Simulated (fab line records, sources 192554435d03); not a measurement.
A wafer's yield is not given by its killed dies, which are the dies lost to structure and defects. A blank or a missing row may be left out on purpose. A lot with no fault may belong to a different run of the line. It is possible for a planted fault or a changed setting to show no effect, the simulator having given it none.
Which tool did it? | flow n5_finfet | Sampling: 24 lots, 72 wafers, 6 of 1938 route steps

== WHAT THE GAUGES SHOWED, per wafer ==
N5_BEOL_M2_CD_MEAS_18: pitch 36 nm, target cd 18 nm.
lot  | measured     | on        | cd_nm (nm)
L074 | day 6 16:40  | cd_sem-02 | 17.30 18.11 17.68
L075 | day 6 16:45  | cd_sem-01 | 18.18 18.46 18.34
L076 | day 6 22:15  | cd_sem-01 | 18.28 18.20 17.45
L077 | day 7 09:25  | cd_sem-03 | 17.84 17.79 17.82
L078 | day 7 14:31  | cd_sem-02 | 17.59 18.00 17.51
L079 | day 7 22:46  | cd_sem-03 | 18.15 18.49 18.07
L081 | day 8 14:41  | cd_sem-01 | 17.81 18.32 17.66
L082 | day 8 20:34  | cd_sem-03 | 18.62 18.40 17.98
L083 | day 8 20:11  | cd_sem-02 | 17.64 18.34 18.04
L080 | day 9 04:08  | cd_sem-01 | 18.24 18.17 18.41
L084 | day 9 04:22  | cd_sem-03 | 17.77 17.88 17.99
L085 | day 9 09:26  | cd_sem-02 | 17.99 18.02 17.98
L086 | day 9 13:57  | cd_sem-01 | 17.94 18.53 17.82
L087 | day 9 18:55  | cd_sem-02 | 18.13 17.85 18.42
L088 | day 10 05:31 | cd_sem-03 | 17.70 18.24 18.21
L089 | day 10 09:14 | cd_sem-02 | 18.05 17.64 17.90
L091 | day 10 14:16 | cd_sem-01 | 17.87 18.12 17.81
L090 | day 11 00:32 | cd_sem-01 | 18.32 17.72 18.22
L092 | day 11 02:58 | cd_sem-01 | 17.75 17.96 17.68
L093 | day 11 02:31 | cd_sem-03 | 18.10 18.06 17.75
L094 | day 11 16:05 | cd_sem-03 | 18.14 17.89 18.08
L096 | day 12 01:14 | cd_sem-02 | 18.33 18.34 18.38
L095 | day 12 01:25 | cd_sem-02 | 17.97 18.31 17.93
L097 | day 12 09:31 | cd_sem-03 | 18.46 18.48 18.66

== TOOL THAT RAN EACH LOT (tool first, then ch and the chambers of the sampled wafers, then the start) ==
lot  | N5_BEOL_M1_SURFACE_TREAT_85  | N5_BEOL_M1_ANNEAL_89         | N5_BEOL_M1_SPUTTER_90        | N5_BEOL_M1_ANNEAL_91         | N5_BEOL_M1_SPUTTER_94
L074 | pvd_sputter-01, day 6 08:48  | pvd_sputter-01, day 6 10:06  | pvd_sputter-01, day 6 10:14  | pvd_sputter-01, day 6 10:19  | pvd_sputter-01, day 6 10:41
L075 | pvd_sputter-01, day 6 08:50  | pvd_sputter-03, day 6 11:19  | pvd_sputter-03, day 6 11:28  | pvd_sputter-03, day 6 11:32  | pvd_sputter-03, day 6 11:54
L076 | pvd_sputter-03, day 6 17:27  | pvd_sputter-03, day 6 18:57  | pvd_sputter-03, day 6 19:05  | pvd_sputter-03, day 6 19:10  | pvd_sputter-03, day 6 19:32
L077 | pvd_sputter-02, day 7 04:36  | pvd_sputter-02, day 7 06:10  | pvd_sputter-02, day 7 06:18  | pvd_sputter-02, day 7 06:23  | pvd_sputter-02, day 7 06:44
L078 | pvd_sputter-03, day 7 07:39  | pvd_sputter-03, day 7 08:55  | pvd_sputter-03, day 7 09:03  | pvd_sputter-03, day 7 09:08  | pvd_sputter-03, day 7 09:29
L079 | pvd_sputter-02, day 7 16:31  | pvd_sputter-02, day 7 17:49  | pvd_sputter-02, day 7 17:58  | pvd_sputter-02, day 7 18:02  | pvd_sputter-02, day 7 18:24
L081 | pvd_sputter-01, day 8 08:47  | pvd_sputter-02, day 8 11:04  | pvd_sputter-02, day 8 11:12  | pvd_sputter-02, day 8 11:17  | pvd_sputter-02, day 8 11:38
L082 | pvd_sputter-01, day 8 14:44  | pvd_sputter-02, day 8 16:14  | pvd_sputter-02, day 8 16:23  | pvd_sputter-02, day 8 16:28  | pvd_sputter-02, day 8 16:49
L083 | pvd_sputter-01, day 8 14:47  | pvd_sputter-01, day 8 16:11  | pvd_sputter-01, day 8 16:19  | pvd_sputter-01, day 8 16:24  | pvd_sputter-01, day 8 16:46
L080 | pvd_sputter-03, day 8 21:21  | pvd_sputter-03, day 8 22:34  | pvd_sputter-03, day 8 22:43  | pvd_sputter-03, day 8 22:47  | pvd_sputter-03, day 8 23:09
L084 | pvd_sputter-03, day 8 21:34  | pvd_sputter-02, day 8 22:48  | pvd_sputter-02, day 8 22:56  | pvd_sputter-02, day 8 23:01  | pvd_sputter-02, day 8 23:23
L085 | pvd_sputter-01, day 9 02:56  | pvd_sputter-01, day 9 04:10  | pvd_sputter-01, day 9 04:19  | pvd_sputter-01, day 9 04:23  | pvd_sputter-01, day 9 04:45
L086 | pvd_sputter-03, day 9 05:56  | pvd_sputter-03, day 9 07:10  | pvd_sputter-03, day 9 07:19  | pvd_sputter-03, day 9 07:23  | pvd_sputter-03, day 9 07:45
L087 | pvd_sputter-02, day 9 13:05  | pvd_sputter-02, day 9 14:19  | pvd_sputter-02, day 9 14:28  | pvd_sputter-02, day 9 14:32  | pvd_sputter-02, day 9 14:54
L088 | pvd_sputter-01, day 9 23:40  | pvd_sputter-03, day 10 00:53 | pvd_sputter-03, day 10 01:01 | pvd_sputter-03, day 10 01:06 | pvd_sputter-03, day 10 01:28
L089 | pvd_sputter-01, day 10 03:09 | pvd_sputter-01, day 10 04:33 | pvd_sputter-01, day 10 04:41 | pvd_sputter-01, day 10 04:46 | pvd_sputter-01, day 10 05:08
L091 | pvd_sputter-02, day 10 09:55 | pvd_sputter-02, day 10 11:07 | pvd_sputter-02, day 10 11:16 | pvd_sputter-02, day 10 11:20 | pvd_sputter-02, day 10 11:42
L090 | pvd_sputter-01, day 10 17:32 | pvd_sputter-01, day 10 18:43 | pvd_sputter-01, day 10 18:51 | pvd_sputter-01, day 10 18:56 | pvd_sputter-01, day 10 19:17
L092 | pvd_sputter-03, day 10 21:04 | pvd_sputter-03, day 10 22:25 | pvd_sputter-03, day 10 22:33 | pvd_sputter-03, day 10 22:38 | pvd_sputter-03, day 10 22:59
L093 | pvd_sputter-03, day 10 21:25 | pvd_sputter-01, day 10 22:37 | pvd_sputter-01, day 10 22:45 | pvd_sputter-01, day 10 22:50 | pvd_sputter-01, day 10 23:11
L094 | pvd_sputter-03, day 11 10:04 | pvd_sputter-01, day 11 11:25 | pvd_sputter-01, day 11 11:33 | pvd_sputter-01, day 11 11:38 | pvd_sputter-01, day 11 11:59
L096 | pvd_sputter-01, day 11 18:20 | pvd_sputter-01, day 11 19:31 | pvd_sputter-01, day 11 19:39 | pvd_sputter-01, day 11 19:44 | pvd_sputter-01, day 11 20:05
L095 | pvd_sputter-02, day 11 19:37 | pvd_sputter-02, day 11 20:47 | pvd_sputter-02, day 11 20:56 | pvd_sputter-02, day 11 21:01 | pvd_sputter-02, day 11 21:22
L097 | pvd_sputter-01, day 12 03:31 | pvd_sputter-03, day 12 04:46 | pvd_sputter-03, day 12 04:54 | pvd_sputter-03, day 12 04:59 | pvd_sputter-03, day 12 05:20
- N5_BEOL_M1_SURFACE_TREAT_85
- N5_BEOL_M1_ANNEAL_89: time 240 s.
- N5_BEOL_M1_SPUTTER_90: material Cu, target thk 4.5 nm, time 8.29 s.
- N5_BEOL_M1_ANNEAL_91: time 240 s.
- N5_BEOL_M1_SPUTTER_94: material Cu, target thk 4.5 nm, time 8.29 s.

== WHAT THE TOOLS THEMSELVES READ (means of the sampled wafers that have a number; where no wafer has one, the mark that the record gives instead) ==
N5_BEOL_M1_ANNEAL_89.
lot  | tool           | heater_power_w (W)
L074 | pvd_sputter-01 | 864
L075 | pvd_sputter-03 | 815
L076 | pvd_sputter-03 | 775
L077 | pvd_sputter-02 | 743
L078 | pvd_sputter-03 | 780
L079 | pvd_sputter-02 | 804
L081 | pvd_sputter-02 | 794
L082 | pvd_sputter-02 | 797
L083 | pvd_sputter-01 | 854
L080 | pvd_sputter-03 | 789
L084 | pvd_sputter-02 | 786
L085 | pvd_sputter-01 | 843
L086 | pvd_sputter-03 | 783
L087 | pvd_sputter-02 | 799
L088 | pvd_sputter-03 | 778
L089 | pvd_sputter-01 | 871
L091 | pvd_sputter-02 | 801
L090 | pvd_sputter-01 | 850
L092 | pvd_sputter-03 | 787
L093 | pvd_sputter-01 | 867
L094 | pvd_sputter-01 | 878
L096 | pvd_sputter-01 | 893
L095 | pvd_sputter-02 | 745
L097 | pvd_sputter-03 | 772

N5_BEOL_M1_SPUTTER_90.
lot  | tool           | substrate_temp_c (C) | throttle_valve_pct (%)
L074 | pvd_sputter-01 | -20.06               | 29.8
L075 | pvd_sputter-03 | -19.89               | 31.0
L076 | pvd_sputter-03 | -19.98               | 30.2
L077 | pvd_sputter-02 | -20.00               | 30.3
L078 | pvd_sputter-03 | -20.08               | 30.8
L079 | pvd_sputter-02 | -20.02               | 30.7
L081 | pvd_sputter-02 | -19.99               | 31.0
L082 | pvd_sputter-02 | -19.95               | 30.3
L083 | pvd_sputter-01 | -19.98               | 30.2
L080 | pvd_sputter-03 | -19.95               | 29.6
L084 | pvd_sputter-02 | -20.07               | 30.1
L085 | pvd_sputter-01 | -20.03               | 29.4
L086 | pvd_sputter-03 | -20.05               | 29.8
L087 | pvd_sputter-02 | -20.06               | 30.6
L088 | pvd_sputter-03 | -19.96               | 30.8
L089 | pvd_sputter-01 | -20.09               | 30.1
L091 | pvd_sputter-02 | -19.99               | 30.3
L090 | pvd_sputter-01 | -20.06               | 30.2
L092 | pvd_sputter-03 | -19.95               | 30.8
L093 | pvd_sputter-01 | -19.97               | 29.9
L094 | pvd_sputter-01 | -19.90               | 30.4
L096 | pvd_sputter-01 | -20.11               | 30.6
L095 | pvd_sputter-02 | -20.02               | 30.3
L097 | pvd_sputter-03 | -20.10               | 30.1

N5_BEOL_M1_ANNEAL_91.
lot  | tool           | heater_power_w (W)
L074 | pvd_sputter-01 | 858
L075 | pvd_sputter-03 | 802
L076 | pvd_sputter-03 | 769
L077 | pvd_sputter-02 | 742
L078 | pvd_sputter-03 | 776
L079 | pvd_sputter-02 | 795
L081 | pvd_sputter-02 | 799
L082 | pvd_sputter-02 | 805
L083 | pvd_sputter-01 | 841
L080 | pvd_sputter-03 | 802
L084 | pvd_sputter-02 | 797
L085 | pvd_sputter-01 | 840
L086 | pvd_sputter-03 | 790
L087 | pvd_sputter-02 | 793
L088 | pvd_sputter-03 | 785
L089 | pvd_sputter-01 | 875
L091 | pvd_sputter-02 | 794
L090 | pvd_sputter-01 | 840
L092 | pvd_sputter-03 | 790
L093 | pvd_sputter-01 | 863
L094 | pvd_sputter-01 | 882
L096 | pvd_sputter-01 | 901
L095 | pvd_sputter-02 | 746
L097 | pvd_sputter-03 | 780

N5_BEOL_M1_SPUTTER_94.
lot  | tool           | substrate_temp_c (C) | throttle_valve_pct (%)
L074 | pvd_sputter-01 | -20.00               | 29.6
L075 | pvd_sputter-03 | -19.96               | 31.0
L076 | pvd_sputter-03 | -20.01               | 30.2
L077 | pvd_sputter-02 | -19.98               | 30.5
L078 | pvd_sputter-03 | -19.97               | 30.6
L079 | pvd_sputter-02 | -20.01               | 30.7
L081 | pvd_sputter-02 | -19.96               | 31.0
L082 | pvd_sputter-02 | -20.01               | 30.3
L083 | pvd_sputter-01 | -19.99               | 30.3
L080 | pvd_sputter-03 | -19.96               | 29.6
L084 | pvd_sputter-02 | -20.07               | 30.1
L085 | pvd_sputter-01 | -19.89               | 29.4
L086 | pvd_sputter-03 | -20.09               | 29.8
L087 | pvd_sputter-02 | -20.02               | 30.9
L088 | pvd_sputter-03 | -20.02               | 30.7
L089 | pvd_sputter-01 | -20.01               | 30.1
L091 | pvd_sputter-02 | -19.86               | 30.5
L090 | pvd_sputter-01 | -20.05               | 30.2
L092 | pvd_sputter-03 | -20.01               | 30.9
L093 | pvd_sputter-01 | -20.07               | 29.6
L094 | pvd_sputter-01 | -19.97               | 30.3
L096 | pvd_sputter-01 | -20.06               | 30.6
L095 | pvd_sputter-02 | -20.03               | 30.3
L097 | pvd_sputter-03 | -20.04               | 30.2

== THE ANSWER, worked out from the rows above alone ==
Rule: what is usual is taken from the lots themselves. Put in order of their means at a reading, lots are off if they are a third of the lots or fewer, leave a main group of 4 or more, and stand apart from it by a gap of 3 or more times the standard deviation of the main group's means; of several such gaps the widest counts. If all means in a main group match to the digits the tables above print for the reading, that group is not used. Also off: a lot with no number at a reading for which 4 or more lots have one. All remaining lots with rows at the step are treated as sound. The gauges are gone through in route order, then the tools' own readings, and for those a lot's mean is taken as printed above. The first step at which some lot is off is used, and at that step the reading that is off furthest; a lot without a number counts as furthest.
No lot is off on any of the readings shown, so nothing can be concluded from this.

== WHAT THE SIMULATOR PUT IN ==
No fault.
